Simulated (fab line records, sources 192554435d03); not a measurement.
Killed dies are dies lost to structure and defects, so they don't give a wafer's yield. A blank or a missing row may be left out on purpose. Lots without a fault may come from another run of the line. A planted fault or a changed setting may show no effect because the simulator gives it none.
A struck lot beside a sound one | flow n5_finfet | 15 steps out of a route of 1938
Sound: wafers L747.2, L747.4, L747.5. Struck: wafers L752.2, L752.3, L752.4. The cause comes at the end.
At each step with rows: each side's tool, then ch and its chambers, then its first start. Under that, the readings that differ: sound wafers | struck wafers | difference of the means | sigmas: that difference in standard deviations of wafers without a fault.
alike: readings whose means differ by less than 2 such deviations, and words and numbers that are the same on both sides. not compared: withheld readings, readings that some wafer has no value for, bounds like >300 that may hide the same value, and numbers for which the record gives no deviation and whose values overlap.
The two part at a step that has a row with sigmas, a row that says differs or no value, or rows on one side only. Numbers that don't overlap but have no deviation are shown without sigmas and don't part them. A reading that every wafer of one side lacks parts them only if that side has two wafers or more.

first, 11 steps without rows for these wafers: N5_BEOL_M0_SAQP_RECESS_114 (chemistry HF/NH3, target SiO2, target depth 14.4 nm, afs cycles 3, sublimation time 60 s); N5_BEOL_M0_SAQP_SPACER1_ALD_98 (deposits SiO2, target thk 12.8 nm, pulse time 1 s, purge time 2 s); N5_BEOL_M0_SAQP_SPACER1_ETCHBACK_99 (etches SiO2 in CHF3/O2, target depth 15.4 nm, time 7.7 s); N5_BEOL_M0_SAQP_MANDREL1_REMOVE_100 (chemistry HBr/Cl2/O2, target a-Si, stops on SiNx, bt time 10 s); N5_BEOL_M0_SAQP_ETCH_101 (etches SiNx in CH3F/O2, target depth 29.9 nm, time 42.7 s); N5_BEOL_M0_SAQP_ETCH_102 (etches SiO2 in CF4, target depth 4 nm, time 4.4 s); N5_BEOL_M0_SAQP_MANDREL_ETCH_103 (etches a-Si in HBr/Cl2, stops on SiCN, target depth 45 nm, bt time 10 s, time 27 s); N5_BEOL_M0_SAQP_RECESS_104 (chemistry HF/NH3, target SiO2, target depth 18 nm, afs cycles 3, sublimation time 60 s); N5_BEOL_M0_SAQP_COAT_105 (time 60 s, resist thk 100 nm); N5_BEOL_M0_SAQP_ETCH_106 (etches SOC in N2/H2, stops on SiNx, target depth 150 nm); N5_BEOL_M0_SAQP_ETCH_107 (etches SiNx in CH3F/O2, target depth 30 nm).
N5_BEOL_M0_SAQP_STRIP_108: strips in N2/H2.
  sound on rie_diel-03 ch 1,2,3, day 6 19:39; struck on rie_diel-03 ch 0,2,3, day 8 01:01
  no value came back on the struck wafers for any of 8 readings (bias_power_w (W), chamber_pressure_mTorr (mTorr) and others); on the sound wafers bias_power_w (W) reads 28.00 28.00 27.90
  reading                                        | sound | struck        | difference | sigmas
  model.SOC_of_BEOL_M0_SAQP_COAT_105.thk_nm (nm) | 0 0 0 | 12.6 8.6 14.8 | +12.0      |
  not compared: rf_hours_counter_h
then, 1 step without rows for these wafers: N5_BEOL_M0_SAQP_RECESS_109 (chemistry HF/NH3, target SiO2, target depth 3 nm, afs cycles 1, sublimation time 60 s).
N5_BEOL_M4_RC_MEAS_101:
  the record has rows for the sound wafers here (prober-01 ch 0, day 10 22:37) and none for the struck ones
-- the record jumps here: 8 days lie between the struck wafers' starts before and after (it left off in module BEOL_M4 and takes up again in module PASSIVATION, whose first step shown is number 1936 of the route) --
N5_PASSIVATION_PROBE_49:
  the record has rows for the struck wafers here (prober-02, day 15 17:25) and none for the sound ones

WHERE THEY PART
First at N5_BEOL_M0_SAQP_STRIP_108; last, within this record, at N5_PASSIVATION_PROBE_49.

WHY: what the simulator had put in
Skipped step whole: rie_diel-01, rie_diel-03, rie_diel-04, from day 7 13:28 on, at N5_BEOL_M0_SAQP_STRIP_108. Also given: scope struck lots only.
